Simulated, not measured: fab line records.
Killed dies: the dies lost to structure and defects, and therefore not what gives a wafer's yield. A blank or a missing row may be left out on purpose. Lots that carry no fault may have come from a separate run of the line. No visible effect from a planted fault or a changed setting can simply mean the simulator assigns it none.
Matching of chambers || flow n5-finfet || rie-diel-03 running N5_BEOL_M9_ETCH_66: 4 sister chambers
The step etches SOC in N2/H2, target depth 80 nm, overetch 16 nm, time 120 s. 4 wafers are shown with their chamber, then 10 later ones without.

## WAFERS WITH THEIR CHAMBER
{"wafer": "L089.1", "chamber": 1, "drypump-motor-current-A (A)": 6.0}
{"wafer": "L089.3", "chamber": 2, "drypump-motor-current-A (A)": 5.8}
{"wafer": "L088.1", "chamber": 3, "drypump-motor-current-A (A)": 6.7}
{"wafer": "L088.4", "chamber": 0, "drypump-motor-current-A (A)": 4.9}

## WAFERS WITH NO CHAMBER GIVEN
{"wafer": "L088.6", "drypump-motor-current-A (A)": 6.1}
{"wafer": "L091.2", "drypump-motor-current-A (A)": 4.9}
{"wafer": "L091.4", "drypump-motor-current-A (A)": 5.7}
{"wafer": "L091.6", "drypump-motor-current-A (A)": 6.6}
{"wafer": "L095.2", "drypump-motor-current-A (A)": 6.7}
{"wafer": "L095.3", "drypump-motor-current-A (A)": 5.8}
{"wafer": "L095.4", "drypump-motor-current-A (A)": 4.9}
{"wafer": "L097.1", "drypump-motor-current-A (A)": 6.6}
{"wafer": "L097.2", "drypump-motor-current-A (A)": 4.9}
{"wafer": "L097.3", "drypump-motor-current-A (A)": 5.8}

## CHAMBER TAKEN BY EACH
{"wafer": "L088.6", "from the rows above": 1, "in truth": 1}
{"wafer": "L091.2", "from the rows above": 0, "in truth": 0}
{"wafer": "L091.4", "from the rows above": 2, "in truth": 2}
{"wafer": "L091.6", "from the rows above": 3, "in truth": 3}
{"wafer": "L095.2", "from the rows above": 3, "in truth": 3}
{"wafer": "L095.3", "from the rows above": 2, "in truth": 2}
{"wafer": "L095.4", "from the rows above": 0, "in truth": 0}
{"wafer": "L097.1", "from the rows above": 3, "in truth": 3}
{"wafer": "L097.2", "from the rows above": 0, "in truth": 0}
{"wafer": "L097.3", "from the rows above": 2, "in truth": 2}
Correct placement for 10 of the 10. Left unplaced by these rows: 0. 0 placed wrongly.
How it was worked out, from the rows above alone: a wafer's distance from a chamber is the root of the sum, over the readings, of the square of ((its reading less the chamber's mean) divided by the reading's scatter). The wafer belongs to the nearest chamber; if the next one is less than 2 further off, it can't be placed. A chamber's mean is the mean of its shown wafers. The scatter: with one shown wafer a chamber, the root of the mean of the squares of how far each hidden wafer lies from its nearest shown one.
